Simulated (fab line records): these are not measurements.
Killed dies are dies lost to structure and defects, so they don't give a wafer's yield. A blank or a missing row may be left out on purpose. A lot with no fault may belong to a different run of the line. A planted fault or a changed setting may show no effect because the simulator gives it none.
fab line records ; flow nandHarc
record lots=11; wafers=33; lastDay=33
route steps=1302 shown A_STAIRCASE@683 END@1302
lots that met no fault: from a run of the same line without faults
startH: hours from the record's first day to the start of the lot's first wafer shown ; waitH: hours since the lot's step before ; " as in the row above ; L1.1+2: one row covering several wafers at once ; - either no value or no given start ; * or withheld: withheld ; < > ~ a bound
route shown NAME@n: a module of which the file shows steps, and the number in the route of the first ; usual: mean and standard deviation over wafers with no fault ; same: alike in all rows ; chamber/n: place in a boat ; sites: the reading at each site ; _std_site: the values' standard deviation ; _edge_site: outer sites' mean less inner sites' ; radiusMm: how far each site lies from the wafer's centre ; mask NAME#n: copy n ; behind: the most recent tool/chamber to have shaped the wafer ; hold: reason for holding the lot/hours on hold/outcome of the hold ; device: whichever transistor did not switch (one of n, p or np) ; end of line: at the end of the route, the tests of the same wafers ; a step given without rows: its recipe and nothing more ; killed: the dies lost at the first sort to structure and to defects; this is not the yield of the wafer ; map: a wafer's dies, x killed, . not, _ none there
set.NAME: the setting as run; set.NAME@STEP: as run at that earlier step ; model.NAME: the simulator's own value behind a step, which no gauge read
one table for each step of the route and one row for each wafer, over a sample of lots
services: the hour from which a tool's chamber was out of use, counted from the record's first day as startH (under 0 if before that day), plus the number of hours and why
## steps
# step NHARC_A_STAIRCASE_TRIM_26
# recipe timeS=211.2; o2FlowSccm=500; arFlowSccm=0; biasW=0; chemistry=O2
# usual chamberPressureMTorr=60.00/0.052; drypumpMotorCurrentA=5.7/0.34; oesProductAu=1.003/0.01; rfVppV=57.9/0.87; showerheadPlenumPTorr=3.56/0.15; throttleValvePct=17.036/0.0095
lot.wafer;tool;chamber;startH;waitH;chamberPressureMTorr;drypumpMotorCurrentA;oesProductAu;rfHoursCounterH;rfVppV;showerheadPlenumPTorr;throttleValvePct
L912.3;rieDiel-12;3;-;-;60.07;5.7;0.997;17;58.4;3.61;17.040
L912.1;rieDiel-12;0;-;-;60.09;6.3;1.016;16;59.0;3.80;17.033
L912.5;rieDiel-12;3;-;-;59.95;5.7;0.987;-;58.7;3.61;17.011
L916.1;rieDiel-01;2;-;-;60.05;5.9;0.998;1;59.5;3.50;17.046
L916.3;rieDiel-01;3;-;-;60.00;5.8;1.005;1;57.2;3.36;17.035
L916.6;rieDiel-01;3;-;-;59.96;5.8;1.011;-;57.6;3.36;17.035
L923.1;rieDiel-12;2;-;-;60.09;5.3;0.983;2;58.0;3.45;17.036
L923.4;rieDiel-12;3;-;-;60.00;5.6;1.005;1;58.3;3.59;17.041
L923.6;rieDiel-12;1;-;-;59.93;5.8;0.992;-;58.4;3.71;17.044
L922.3;rieDiel-01;0;-;-;59.95;5.7;1.012;24;57.2;3.56;17.035
L922.1;rieDiel-01;2;-;-;59.97;5.9;0.996;24;57.2;3.49;17.044
L922.6;rieDiel-01;3;-;-;60.04;5.8;1.011;-;57.1;3.35;17.050
L925.1;rieDiel-12;2;-;-;59.95;5.3;0.976;9;58.0;3.45;17.034
L925.4;rieDiel-12;3;-;-;60.01;5.7;1.001;8;57.0;3.59;17.047
L925.5;rieDiel-12;1;-;-;59.98;5.8;1.004;-;59.3;3.71;17.027
L927.2;rieDiel-12;2;-;-;60.00;5.3;0.987;14;55.9;3.44;17.029
L927.1;rieDiel-12;0;-;-;59.97;6.3;1.003;14;59.3;3.77;17.035
L927.4;rieDiel-12;1;-;-;60.12;5.8;1.004;17;57.6;3.71;17.026
L929.4;rieDiel-12;1;-;-;60.05;5.8;0.996;24;57.9;3.70;17.038
L929.5;rieDiel-12;2;-;-;60.03;5.3;0.994;-;58.6;3.44;17.032
L929.6;rieDiel-12;3;-;-;60.05;5.7;0.993;-;58.7;3.58;17.027
L931.4;rieDiel-04;2;-;-;60.08;5.1;1.004;53;57.3;3.74;17.025
L931.1;rieDiel-04;1;-;-;59.99;5.7;1.022;45;57.8;3.47;17.024
L931.6;rieDiel-04;3;-;-;59.99;5.5;1.000;-;57.1;3.28;17.045
L933.3;rieDiel-01;0;-;-;59.96;5.7;1.013;1;56.5;3.54;17.025
L933.1;rieDiel-01;1;-;-;59.98;5.6;0.988;1;59.0;3.64;17.021
L933.6;rieDiel-01;0;-;-;60.08;5.7;1.007;-;58.1;3.54;17.048
L932.2;rieDiel-12;3;-;-;60.01;5.7;1.001;32;57.4;3.57;17.030
L932.3;rieDiel-12;0;-;-;59.95;6.3;1.022;27;58.1;3.76;17.055
L932.5;rieDiel-12;2;-;-;60.01;5.3;0.991;-;57.7;3.43;17.029
L934.2;rieDiel-01;2;-;-;60.01;5.9;0.987;4;58.1;3.47;17.056
L934.6;rieDiel-01;2;-;-;59.98;5.9;0.992;-;58.2;3.47;17.039
L934.5;rieDiel-01;3;-;-;59.98;5.8;0.986;-;58.5;3.32;17.030
# step NHARC_A_STAIRCASE_ETCH_192
# recipe targetDepthA=1000; timeS=40.5; ionEnergyEv=400; c4f8FlowSccm=20; o2FlowSccm=10; arFlowSccm=withheld; rfW=600; biasW=1000; chemistry=C4F8/O2
# usual chamberPressureMTorr=25.000/0.026; oesProductAu=0.947/0.012; rfFwdPowerW=591.1/2.8; rfVppV=897/5.9
lot.wafer;tool;chamber;startH;waitH;chamberPressureMTorr;oesProductAu;rfFwdPowerW;rfHoursCounterH;rfVppV
L912.3;rieDiel-04;1;349.29;-;25.001;0.937;586.6;60;895
L912.1;rieDiel-04;2;349.29;-;24.991;0.935;589.5;52;905
L912.5;rieDiel-04;1;349.29;-;24.980;0.936;587.2;-;894
L916.1;rieDiel-01;3;402.91;-;25.032;0.969;592.9;3;890
L916.3;rieDiel-01;1;402.91;-;24.983;0.961;592.1;5;901
L916.6;rieDiel-01;2;402.91;-;24.983;0.959;590.0;-;894
L923.1;rieDiel-04;2;469.58;-;24.978;0.849;494.6;31;904
L923.4;rieDiel-04;0;469.58;-;24.988;0.851;493.4;-;906
L923.6;rieDiel-04;3;469.58;-;25.009;0.853;498.5;-;887
L922.3;rieDiel-12;1;469.75;-;25.023;0.944;595.5;4;903
L922.1;rieDiel-12;3;469.75;-;25.026;0.941;592.8;3;899
L922.6;rieDiel-12;2;469.75;-;25.028;0.938;588.9;-;892
L925.1;rieDiel-04;2;487.60;-;24.982;0.850;487.6;40;904
L925.4;rieDiel-04;3;487.60;-;25.003;0.857;499.2;33;887
L925.5;rieDiel-04;2;487.60;-;24.999;0.852;490.7;-;905
L927.2;rieDiel-12;2;514.38;-;25.005;0.927;592.3;15;892
L927.4;rieDiel-12;3;514.38;-;24.988;0.940;591.1;14;897
L927.1;rieDiel-12;0;514.38;-;24.974;0.950;594.1;14;904
L929.4;rieDiel-01;1;528.74;-;25.034;0.954;588.8;50;901
L929.5;rieDiel-01;3;528.74;-;25.025;0.944;591.1;-;888
L929.6;rieDiel-01;0;528.74;-;24.995;0.940;587.3;-;897
L931.1;rieDiel-01;2;536.40;-;25.021;0.952;591.5;48;893
L931.4;rieDiel-01;1;536.40;-;25.005;0.965;590.4;52;900
L931.6;rieDiel-01;3;536.40;-;25.004;0.962;587.9;-;889
L933.3;rieDiel-01;0;575.58;-;24.981;0.949;590.0;1;895
L933.1;rieDiel-01;1;575.58;-;25.035;0.948;589.2;1;901
L933.6;rieDiel-01;0;575.58;-;25.016;0.944;585.8;-;897
L932.3;rieDiel-04;2;575.74;-;24.996;0.947;588.5;10;904
L932.2;rieDiel-04;0;575.74;-;24.990;0.934;592.6;11;903
L932.5;rieDiel-04;2;575.74;-;25.033;0.945;589.8;-;903
L934.2;rieDiel-12;3;584.92;-;25.015;0.931;591.9;35;897
L934.6;rieDiel-12;1;584.92;-;24.985;0.932;594.8;-;902
L934.5;rieDiel-12;2;584.92;-;25.018;0.936;590.1;-;893
# step NHARC_A_STAIRCASE_ETCH_199
# recipe targetDepthA=1000; timeS=40.5; ionEnergyEv=400; c4f8FlowSccm=20; o2FlowSccm=10; arFlowSccm=withheld; rfW=600; biasW=1000; chemistry=C4F8/O2
# usual chamberPressureMTorr=25.001/0.024; oesProductAu=0.948/0.012; rfFwdPowerW=591.6/2.7; rfVppV=898/5.5
lot.wafer;tool;chamber;startH;waitH;chamberPressureMTorr;oesProductAu;rfFwdPowerW;rfHoursCounterH;rfVppV
L912.1;rieDiel-12;0;-;-;25.012;0.960;592.3;18;905
L912.3;rieDiel-12;1;-;-;25.042;0.970;595.8;18;903
L912.5;rieDiel-12;0;-;-;24.994;0.961;594.7;-;907
L916.1;rieDiel-01;0;-;-;25.044;0.955;591.2;6;898
L916.3;rieDiel-01;1;-;-;25.048;0.961;593.5;5;902
L916.6;rieDiel-01;3;-;-;24.984;0.954;590.9;-;890
L923.1;rieDiel-12;1;-;-;25.025;0.947;595.4;4;904
L923.4;rieDiel-12;2;-;-;24.975;0.941;586.8;3;893
L923.6;rieDiel-12;1;-;-;24.980;0.951;594.8;-;902
L922.1;rieDiel-04;2;-;-;25.037;0.935;589.0;31;904
L922.3;rieDiel-04;2;-;-;25.025;0.932;587.6;-;903
L922.6;rieDiel-04;2;-;-;25.009;0.947;589.5;-;905
L925.4;rieDiel-01;0;-;-;25.011;0.948;589.9;39;896
L925.1;rieDiel-01;1;-;-;24.990;0.960;590.1;37;900
L925.5;rieDiel-01;0;-;-;25.015;0.940;589.1;-;897
L927.2;rieDiel-12;0;-;-;25.020;0.947;594.0;15;906
L927.1;rieDiel-12;1;-;-;24.976;0.946;594.6;18;904
L927.4;rieDiel-12;2;-;-;24.991;0.918;587.4;16;893
L929.4;rieDiel-01;2;-;-;24.998;0.943;592.3;46;894
L929.5;rieDiel-01;2;-;-;24.967;0.948;591.9;-;895
L929.6;rieDiel-01;3;-;-;24.983;0.951;587.5;-;889
L931.1;rieDiel-01;0;-;-;25.026;0.963;585.9;59;896
L931.4;rieDiel-01;1;-;-;24.962;0.965;591.2;53;900
L931.6;rieDiel-01;1;-;-;24.995;0.966;590.1;-;901
L933.3;rieDiel-12;1;-;-;24.990;0.948;595.1;39;902
L933.1;rieDiel-12;2;-;-;24.985;0.957;588.7;36;893
L933.6;rieDiel-12;0;-;-;24.966;0.956;589.8;-;904
L932.3;rieDiel-04;1;-;-;25.034;0.949;589.4;8;895
L932.2;rieDiel-04;3;-;-;24.969;0.949;588.7;13;906
L932.5;rieDiel-04;1;-;-;25.004;0.946;588.3;-;894
L934.2;rieDiel-12;1;-;-;24.969;0.942;594.7;41;902
L934.5;rieDiel-12;1;-;-;25.020;0.932;594.7;-;902
L934.6;rieDiel-12;2;-;-;25.066;0.926;591.6;-;892
# step NHARC_A_STAIRCASE_TRIM_200
# recipe timeS=211.2; o2FlowSccm=500; arFlowSccm=0; biasW=0; chemistry=O2
# usual chamberPressureMTorr=60.00/0.053; drypumpMotorCurrentA=5.8/0.38; oesProductAu=1.003/0.01; rfVppV=58.0/0.94; showerheadPlenumPTorr=3.59/0.15; throttleValvePct=17.036/0.0089
lot.wafer;tool;chamber;startH;waitH;chamberPressureMTorr;drypumpMotorCurrentA;oesProductAu;rfHoursCounterH;rfVppV;showerheadPlenumPTorr;throttleValvePct
L912.3;rieDiel-12;3;-;-;59.98;5.7;0.994;20;58.5;3.61;17.037
L912.1;rieDiel-12;0;-;-;60.07;6.3;1.025;18;57.4;3.80;17.048
L912.5;rieDiel-12;2;-;-;60.01;5.3;0.996;-;58.3;3.47;17.044
L916.3;rieDiel-01;1;-;-;59.96;5.6;1.024;5;59.4;3.67;17.026
L916.1;rieDiel-01;0;-;-;59.98;5.7;1.001;6;57.6;3.58;17.023
L916.6;rieDiel-01;2;-;-;60.03;5.9;0.995;-;57.7;3.50;17.040
L923.4;rieDiel-12;0;-;-;59.99;6.3;1.017;4;60.0;3.78;17.028
L923.1;rieDiel-12;1;-;-;60.00;5.8;1.007;4;58.4;3.71;17.021
L923.6;rieDiel-12;0;-;-;60.07;6.3;1.004;-;57.5;3.78;17.032
L922.1;rieDiel-04;2;-;-;59.98;5.1;1.012;32;58.7;3.76;17.029
L922.3;rieDiel-04;0;-;-;60.06;6.7;1.009;-;58.2;3.79;17.023
L922.6;rieDiel-04;0;-;-;59.94;6.6;1.000;-;58.2;3.79;17.038
L925.4;rieDiel-01;3;-;-;60.04;5.8;1.001;36;57.3;3.34;17.048
L925.1;rieDiel-01;0;-;-;59.96;5.7;1.000;39;57.5;3.56;17.044
L925.5;rieDiel-01;2;-;-;60.05;5.9;0.974;-;58.1;3.48;17.048
L927.2;rieDiel-12;1;-;-;59.97;5.8;1.007;18;58.2;3.71;17.018
L927.1;rieDiel-12;2;-;-;60.08;5.3;0.982;16;58.1;3.44;17.037
L927.4;rieDiel-12;3;-;-;59.98;5.7;0.993;15;57.2;3.58;17.036
L929.4;rieDiel-01;2;-;-;60.02;5.9;1.004;46;59.0;3.48;17.033
L929.5;rieDiel-01;0;-;-;59.94;5.7;1.010;-;57.2;3.55;17.041
L929.6;rieDiel-01;1;-;-;60.05;5.6;1.020;-;58.1;3.64;17.029
L931.4;rieDiel-01;2;-;-;59.90;5.9;0.986;48;58.2;3.47;17.026
L931.1;rieDiel-01;3;-;-;60.01;5.8;1.011;55;56.3;3.33;17.033
L931.6;rieDiel-01;2;-;-;60.15;5.9;0.992;-;56.9;3.47;17.045
L933.3;rieDiel-12;0;-;-;60.07;6.3;1.008;27;59.0;3.76;17.030
L933.1;rieDiel-12;2;-;-;59.95;5.3;0.986;37;57.6;3.43;17.036
L933.6;rieDiel-12;0;-;-;60.11;6.3;1.010;-;58.6;3.76;17.027
L932.2;rieDiel-04;3;-;-;59.96;5.5;1.005;13;57.4;3.80;17.030
L932.3;rieDiel-04;0;-;-;59.99;6.6;1.007;11;58.6;3.77;17.045
L932.5;rieDiel-04;3;-;-;60.07;5.5;1.006;-;58.6;3.80;17.040
L934.2;rieDiel-12;1;-;-;59.95;5.8;0.997;41;57.3;3.69;17.045
L934.6;rieDiel-12;3;-;-;60.01;5.6;1.010;-;57.3;3.57;17.030
L934.5;rieDiel-12;0;-;-;60.08;6.3;1.012;-;57.9;3.76;17.036
# step NHARC_END_SORT_01
# recipe tempC=25
# usual killedAtArray=53/21; killedAtOther=0.8/1.1; killedAtPeriphery=4.2/2.7; killedDies=58/22; killedOpen=3.4/1.9; killedShort=2.5/1.6
# same grossDies=677
lot.wafer;tool;chamber;startH;waitH;killedAtArray;killedAtOther;killedAtPeriphery;killedDies;killedOpen;killedShort
L923.1;prober-01;0;685.05;2.5;14;1;4;19;4;0
L923.4;prober-01;0;687.44;3.4;18;0;4;22;2;1
L923.6;prober-01;0;689.03;4.0;20;1;0;21;3;0
L922.1;prober-02;0;685.06;2.5;52;0;5;57;2;4
L922.3;prober-02;0;686.67;3.1;70;0;8;78;5;4
L922.6;prober-02;0;689.08;4.0;48;0;5;53;2;2
L933.1;prober-02;0;773.83;2.5;71;0;1;72;0;2
L933.3;prober-02;0;775.43;3.1;68;0;4;72;5;1
L933.6;prober-02;0;777.83;4.0;77;0;2;79;6;3
# killed by level:class
L923.1 A_CHANNEL_HOLE_D1:chamberFilmFlake=3 A_ZERO_WELL:chamberFilmFlake=2 A_DECK1_JOINT:chamberFilmFlake=2 A_SLIT:chamberFilmFlake=2 P_GATE:geometricParticle:open=1 A_CHANNEL_FILL_D1:geometricParticle:open=1 A_DECK1_JOINT:geometricParticle:open=1 A_BLC:geometricParticle:open=1
L922.1 A_SLIT:chamberFilmFlake=26 A_CHANNEL_HOLE_D1:chamberFilmFlake=8 A_CHANNEL_HOLE_D2:chamberFilmFlake=6 A_CONTACT:chamberFilmFlake=4 P_GATE:chamberFilmFlake=3 A_CHANNEL_FILL_D1:geometricParticle:short=2 A_ONON_D1:geometricParticle:short=1 A_CHANNEL_HOLE_D1:geometricParticle:open=1
L922.3 A_SLIT:chamberFilmFlake=32 A_CHANNEL_HOLE_D2:chamberFilmFlake=22 A_CONTACT:chamberFilmFlake=5 P_BONDPAD:chamberFilmFlake=3 A_CHANNEL_HOLE_D1:chamberFilmFlake=3 P_M0:geometricParticle:open=2 P_ZERO_WELL:chamberFilmFlake=2 P_CONTACT:geometricParticle:short=1
L923.4 A_CHANNEL_HOLE_D1:chamberFilmFlake=6 A_CHANNEL_FILL_D1:geometricParticle:open=2 P_STI:chamberFilmFlake=2 A_CHANNEL_HOLE_D2:chamberFilmFlake=2 A_SLIT:chamberFilmFlake=2 A_WL_FILL:chamberFilmFlake=2 A_CHANNEL_HOLE_D1:geometricParticle:short=1 P_ZERO_WELL:chamberFilmFlake=1
L923.6 A_CHANNEL_HOLE_D1:chamberFilmFlake=7 A_DECK1_JOINT:chamberFilmFlake=4 A_WL_FILL:chamberFilmFlake=4 A_CHANNEL_FILL_D1:geometricParticle:open=1 A_M0:geometricParticle:open=1 STARTING-WAFER:geometricParticle:open=1 A_ZERO_WELL:chamberFilmFlake=1 A_STAIRCASE:chamberFilmFlake=1
L922.6 A_SLIT:chamberFilmFlake=23 A_CHANNEL_HOLE_D2:chamberFilmFlake=13 P_BONDPAD:chamberFilmFlake=3 A_M1:chamberFilmFlake=2 A_CONTACT:chamberFilmFlake=2 A_ONON_D1:geometricParticle:open=1 A_DECK1_JOINT:geometricParticle:short=1 A_SGD_CUT:geometricParticle:short=1
L933.1 A_SLIT:chamberFilmFlake=35 A_CHANNEL_HOLE_D2:chamberFilmFlake=20 A_CONTACT:chamberFilmFlake=7 A_STAIRCASE:chamberFilmFlake=6 A_ONON_D2:geometricParticle:short=1 A_CHANNEL_FILL_D2:geometricParticle:short=1 P_ZERO_WELL:chamberFilmFlake=1 A_WL_FILL:chamberFilmFlake=1
L933.3 A_SLIT:chamberFilmFlake=30 A_CHANNEL_HOLE_D2:chamberFilmFlake=21 A_CONTACT:chamberFilmFlake=6 A_STAIRCASE:chamberFilmFlake=4 A_CONTACT:geometricParticle:open=3 P_CONTACT:chamberFilmFlake=2 P_M2:geometricParticle:open=1 A_ONON_D1:geometricParticle:open=1
L933.6 A_SLIT:chamberFilmFlake=33 A_CHANNEL_HOLE_D2:chamberFilmFlake=25 A_STAIRCASE:chamberFilmFlake=8 A_CONTACT:chamberFilmFlake=4 A_WL_FILL:geometricParticle:short=2 P_M2:geometricParticle:open=1 P_M2:geometricParticle:short=1 A_CHANNEL_HOLE_D1:geometricParticle:open=1
## services
tool;chamber;startH;hours;kind
rieDiel-12;0;328.01;-;clean
rieDiel-12;1;328.01;-;clean
rieDiel-12;2;328.01;-;clean
rieDiel-12;3;328.01;-;clean
rieDiel-04;0;344.27;10.1;repair
rieDiel-12;0;352.51;-;clean
rieDiel-12;1;352.51;-;clean
rieDiel-12;2;352.51;-;clean
rieDiel-12;3;352.51;-;clean
rieDiel-04;-;358.78;9.0;pm
rieDiel-12;0;377.01;-;clean
rieDiel-01;-;383.99;9.0;pm
rieDiel-01;0;404.83;2.1;repair
rieDiel-12;-;407.18;1.1;repair
rieDiel-12;3;411.25;2.0;repair
rieDiel-12;2;417.94;1.3;repair
rieDiel-12;-;446.86;9.0;pm
rieDiel-04;2;456.93;5.6;repair
rieDiel-04;-;486.02;0.6;repair
rieDiel-12;0;490.37;19.8;repair
rieDiel-04;-;535.83;9.0;pm
rieDiel-01;1;558.22;4.2;repair
rieDiel-01;-;560.99;9.0;pm
rieDiel-12;1;571.07;4.2;repair
## key
firstSign step=NHARC_A_STAIRCASE_ETCH_192; reading=rfFwdPowerW; direction=down; sigmas=35; usual=*; struck=*
effect step=NHARC_A_STAIRCASE_ETCH_192; reading=oesProductAu; direction=down; sigmas=7.7; usual=0.947; struck=0.852
metAt NHARC_A_STAIRCASE_ETCH_192
struckLots L923,L925
testerLeftOut L923,L925
notActingAt NHARC_A_STAIRCASE_TRIM_26,NHARC_A_STAIRCASE_ETCH_199,NHARC_A_STAIRCASE_TRIM_200
onsetBetween 349.29 469.58
fault kind=processParameterDrift; tool=rieDiel-04; chamber=-; onsetH=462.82; steps=NHARC_A_STAIRCASE_ETCH_192; channel=rfW; offset=*; shape=step; endH=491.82; actsIn=*; stated=*
# testerLeftOut: of these lots the tester's yield and bins aren't shown, on N5 and GAA mostly nor the transistor test; their killed dies are dies lost to structure and defects alone, not to doping, threshold or leakage, so they don't give the yield
